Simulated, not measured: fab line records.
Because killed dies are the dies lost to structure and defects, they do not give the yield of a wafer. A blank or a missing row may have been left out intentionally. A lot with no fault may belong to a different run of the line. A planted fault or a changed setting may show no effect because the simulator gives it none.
Lot-split experiment ; flow n5 finfet ; 39 wafers read from 7 lots, route of 1938 steps

ABOUT THE SPLIT
At N5_DUMMY_GATE_ETCH_37 (etches SOC in N2/H2, target depth 60 nm, overetch 30 nm), the setting source w was moved away from the recipe's 840 W on 12 of the 39 wafers read, by -10.9% to +18.5%. All remaining wafers had this setting at the recipe value.

The reading is taken at the split's own step.

THE READING
rf vpp V, in V, at N5_DUMMY_GATE_ETCH_37 (etches SOC in N2/H2, target depth 60 nm, overetch 30 nm). A value of 523.3 V with a standard deviation of 1.7 V is what fault-free wafers of this fab line usually give.

wafer;tool, chamber at the split;source w as run, W;against the recipe;rf vpp V, V;against lot-mates on the recipe
L077.1;rie diel-01, 1;840;recipe;519.9;-
L077.2;rie diel-01, 3;995.6;+18.5%;492.6;-30.2
L077.3;rie diel-01, 2;995.6;+18.5%;494.2;-28.6
L077.4;rie diel-01, 0;840;recipe;524.8;-
L077.5;rie diel-01, 0;840;recipe;523.6;-
L077.6;rie diel-01, 3;995.6;+18.5%;492.6;-30.2
L078.1;rie diel-03, 0;840;recipe;523.2;-
L078.2;rie diel-03, 3;840;recipe;522.4;-
L078.3;rie diel-03, 2;840;recipe;523.3;-
L078.4;rie diel-03, 3;840;recipe;522.4;-
L078.5;rie diel-03, 0;840;recipe;525.0;-
L078.6;rie diel-03, 2;840;recipe;523.0;-
L080.1;rie diel-05, 1;937.9;+11.7%;505.2;-19.2
L080.2;rie diel-05, 3;937.9;+11.7%;507.0;-17.4
L080.3;rie diel-05, 2;840;recipe;525.7;-
L080.4;rie diel-05, 0;840;recipe;523.0;-
L080.5;rie diel-05, 2;840;recipe;524.5;-
L080.6;rie diel-05, 1;937.9;+11.7%;506.3;-18.1
L086.1;rie diel-05, 2;840;recipe;524.8;-
L086.2;rie diel-05, 1;787.7;-6.2%;536.8;+14.5
L086.3;rie diel-05, 3;787.7;-6.2%;537.0;+14.7
L086.4;rie diel-05, 0;840;recipe;521.6;-
L086.5;rie diel-05, 0;840;recipe;520.4;-
L086.6;rie diel-05, 3;787.7;-6.2%;536.2;+13.9
L091.1;rie diel-03, 1;840;recipe;524.3;-
L091.2;rie diel-03, 0;840;recipe;522.9;-
L091.3;rie diel-03, 2;840;recipe;524.5;-
L091.4;rie diel-03, 3;840;recipe;523.5;-
L091.5;rie diel-03, 0;840;recipe;522.1;-
L091.6;rie diel-03, 1;840;recipe;521.9;-
L094.1;rie diel-03, 1;840;recipe;522.3;-
L094.2;rie diel-03, 3;748.8;-10.9%;542.5;+20.5
L094.3;rie diel-03, 0;840;recipe;522.3;-
L094.4;rie diel-03, 2;840;recipe;521.3;-
L094.5;rie diel-03, 1;748.8;-10.9%;542.4;+20.4
L094.6;rie diel-03, 0;748.8;-10.9%;542.7;+20.7
L097.1;rie diel-01, 1;840;recipe;519.0;-
L097.3;rie diel-01, 2;840;recipe;522.4;-
L097.5;rie diel-01, 3;840;recipe;521.9;-

FIT RESULTS
A straight line over all 39 wafers: rf vpp V changes by -1.66 V for each +1% of source w; r = -0.99; the points scatter about the line by 1.8 V.
The same after taking each lot's own level away (the mean of its wafers on the recipe; 39 wafers): -1.71 V for each +1%; r = -0.99; scatter 1.7 V.
On that fit, the largest move of source w shifts the reading by 32 V.
Measured against the standard deviation above, the lots' own levels, which go from 521.10 to 524.40 V, span 1.9 times it.
The two slopes are in agreement: the lot-to-lot level therefore moves the slope only a little.
Check: for one of the wafers moved furthest among these (+18.5%), held out of the fit, the line's prediction against its lot-mates is -31 V. Against them it came out at -30.2 V.
Tool readings at the split's step, against how far the setting was moved: rf vpp V r = -0.99.

FURTHER SPLITS ON THESE WAFERS
Before the reading, these wafers also passed through other splits. Each is held against what the fit with the lots' levels taken away leaves over:
other split on the same wafers;wafers away from the commonest value;r with rf vpp V (lot level and that fit taken away)
N5_FIN_SAQP_HM_DEP_72 target thk a;15;-0.23

FILE'S OWN FIT
rf vpp V changes by -1.69 V for each +1% of source w, r = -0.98.
